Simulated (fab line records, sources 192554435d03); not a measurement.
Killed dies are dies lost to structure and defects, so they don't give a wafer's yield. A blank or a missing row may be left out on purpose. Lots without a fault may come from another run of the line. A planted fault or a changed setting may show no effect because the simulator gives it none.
Split-lot experiment | flow n5_finfet | 7 lots, 39 wafers read, on a route of 1938 steps

THE SPLIT
At N5_GATE_CUT_DESCUM_18 (chemistry O2, time 7 s), the setting time_s was moved away from the recipe's 7 s on 12 of the 39 wafers read, by -44.1% to +25.5%. The other wafers ran this setting at the recipe's value.

FROM THE SPLIT TO THE READING: what the file shows between them, 1 step
- N5_GATE_CUT_ETCH_28: etches underlayer in N2/H2, target depth 13 nm, time 10.4 s

THE READING
CAR-EUV_of_GATE_CUT_COAT_07.thk_nm (the simulator's own value, which no gauge read), in nm, at N5_GATE_CUT_ETCH_36 (etches SiARC in CF4, target depth 13 nm, time 21.7 s). The file gives no usual value for it. The 27 wafers here that ran the recipe average 6.9 nm, standard deviation 0.21 nm.

wafer  | tool, chamber at the split | time_s as run, s | against the recipe | CAR-EUV_of_GATE_CUT_COAT_07.thk_nm, nm | against lot-mates on the recipe
L082.1 | rie_diel-03, 0,2,3,1,3,0   | 7                | recipe             | 7                                      | -
L082.3 | rie_diel-03, 0,2,3,1,3,0   | 7                | recipe             | 7                                      | -
L082.4 | rie_diel-03, 0,2,3,1,3,0   | 7                | recipe             | 7                                      | -
L082.5 | rie_diel-03, 0,2,3,1,3,0   | 7                | recipe             | 7                                      | -
L082.6 | rie_diel-03, 0,2,3,1,3,0   | 7                | recipe             | 7                                      | -
L082.2 | rie_diel-03, 0,2,3,1,3,0   | 7                | recipe             | 6.6                                    | -
L083.1 | rie_diel-02, 1,2,2,1       | 7                | recipe             | 7                                      | -
L083.6 | rie_diel-02, 1,2,2,1       | 7                | recipe             | 7                                      | -
L083.2 | rie_diel-02, 0             | 7                | recipe             | 7.2                                    | -
L083.3 | rie_diel-02, 1,2,2,1       | 7                | recipe             | 6.8                                    | -
L083.5 | rie_diel-02, 1,2,2,1       | 7                | recipe             | 6.8                                    | -
L083.4 | rie_diel-02, 0             | 7                | recipe             | 7.4                                    | -
L087.1 | rie_diel-03, 3,1           | 8.549            | +22.1%             | 6.2                                    | -0.6
L087.4 | rie_diel-03, 3,1           | 8.549            | +22.1%             | 6.2                                    | -0.6
L087.2 | rie_diel-03, 2,0,1         | 7                | recipe             | 6.6                                    | -
L087.3 | rie_diel-03, 2,0,1         | 7                | recipe             | 6.8                                    | -
L087.5 | rie_diel-03, 2,0,1         | 7                | recipe             | 7                                      | -
L087.6 | rie_diel-03, 2             | 8.549            | +22.1%             | 5.6                                    | -1.2
L090.1 | rie_diel-03, 3,2,0         | 7                | recipe             | 7                                      | -
L090.5 | rie_diel-03, 3,2,0         | 7                | recipe             | 7                                      | -
L090.4 | rie_diel-03, 3,2,0         | 7                | recipe             | 6.4                                    | -
L091.1 | rie_diel-02, 0             | 5.64             | -19.4%             | 8                                      | +1.2
L091.2 | rie_diel-02, 2,3           | 5.64             | -19.4%             | 7.6                                    | +0.8
L091.3 | rie_diel-02, 3,1,2         | 7                | recipe             | 6.6                                    | -
L091.4 | rie_diel-02, 3,1,2         | 7                | recipe             | 7                                      | -
L091.5 | rie_diel-02, 2,3           | 5.64             | -19.4%             | 7.4                                    | +0.6
L091.6 | rie_diel-02, 3,1,2         | 7                | recipe             | 6.8                                    | -
L093.1 | rie_diel-03, 0,1           | 7                | recipe             | 7                                      | -
L093.4 | rie_diel-03, 0,1           | 7                | recipe             | 7                                      | -
L093.2 | rie_diel-03, 3             | 3.911            | -44.1%             | 8.8                                    | +1.9
L093.3 | rie_diel-03, 2             | 7                | recipe             | 6.6                                    | -
L093.5 | rie_diel-03, 3,0           | 3.911            | -44.1%             | 8.6                                    | +1.7
L093.6 | rie_diel-03, 3,0           | 3.911            | -44.1%             | 8.6                                    | +1.7
L095.1 | rie_diel-06, 2             | 7                | recipe             | 6.8                                    | -
L095.2 | rie_diel-06, 3,1           | 7                | recipe             | 6.8                                    | -
L095.3 | rie_diel-06, 3,1           | 7                | recipe             | 7.2                                    | -
L095.4 | rie_diel-06, 0             | 8.783            | +25.5%             | 6                                      | -0.9
L095.5 | rie_diel-06, 3             | 8.783            | +25.5%             | 6                                      | -0.9
L095.6 | rie_diel-06, 0             | 8.783            | +25.5%             | 6                                      | -0.9
Where a row lists several chambers, the file gives one row for several wafers and doesn't say which wafer went through which chamber.

THE FIT
A straight line over all 39 wafers: CAR-EUV_of_GATE_CUT_COAT_07.thk_nm changes by -0.0391 nm for each +1% of time_s; r = -0.95; the points scatter about the line by 0.22 nm.
The same after taking each lot's own level away (the mean of its wafers on the recipe; 39 wafers): -0.0397 nm for each +1%; r = -0.96; scatter 0.2 nm.
On that fit, the largest move of time_s shifts the reading by 1.8 nm.
The lots' own levels span 6.80 to 7.03 nm, that is 1.1 times the standard deviation above.
So the lot-to-lot level changes the slope little: the two slopes agree.
Check: with one of the wafers moved furthest among these (-44.1%) left out of the fit, the line predicts +1.73 nm for it against its lot-mates. It came out at +1.93 nm against them.

OTHER SPLITS ON THESE WAFERS
These wafers also went through other splits before the reading. Each is held against what the fit with the lots' levels taken away leaves over:
other split on the same wafers       | wafers away from the commonest value | r with CAR-EUV_of_GATE_CUT_COAT_07.thk_nm (lot level and that fit taken away)
N5_DUMMY_GATE_ETCH_31 target_depth_a | 18                                   | +0.17

THE WHOLE CHAIN: every reading that the file lists as answering this split, in the file's order
step                  | what it does                                                | reading                                                                             | change (the file's fit)                | r (the file's)
N5_GATE_CUT_DESCUM_18 | chemistry O2, time 7 s                                      | CAR-EUV_of_GATE_CUT_COAT_07.thk_nm (the simulator's own value, which no gauge read) | -0.0339 nm for each +1% of the setting | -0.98
N5_GATE_CUT_ETCH_28   | etches underlayer in N2/H2, target depth 13 nm, time 10.4 s | CAR-EUV_of_GATE_CUT_COAT_07.thk_nm (the simulator's own value, which no gauge read) | -0.0376 nm for each +1% of the setting | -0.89
N5_GATE_CUT_ETCH_36   | etches SiARC in CF4, target depth 13 nm, time 21.7 s        | CAR-EUV_of_GATE_CUT_COAT_07.thk_nm (the simulator's own value, which no gauge read) | -0.0398 nm for each +1% of the setting | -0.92

THE FILE'S OWN FIT
CAR-EUV_of_GATE_CUT_COAT_07.thk_nm changes by -0.0398 nm for each +1% of time_s, r = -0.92.
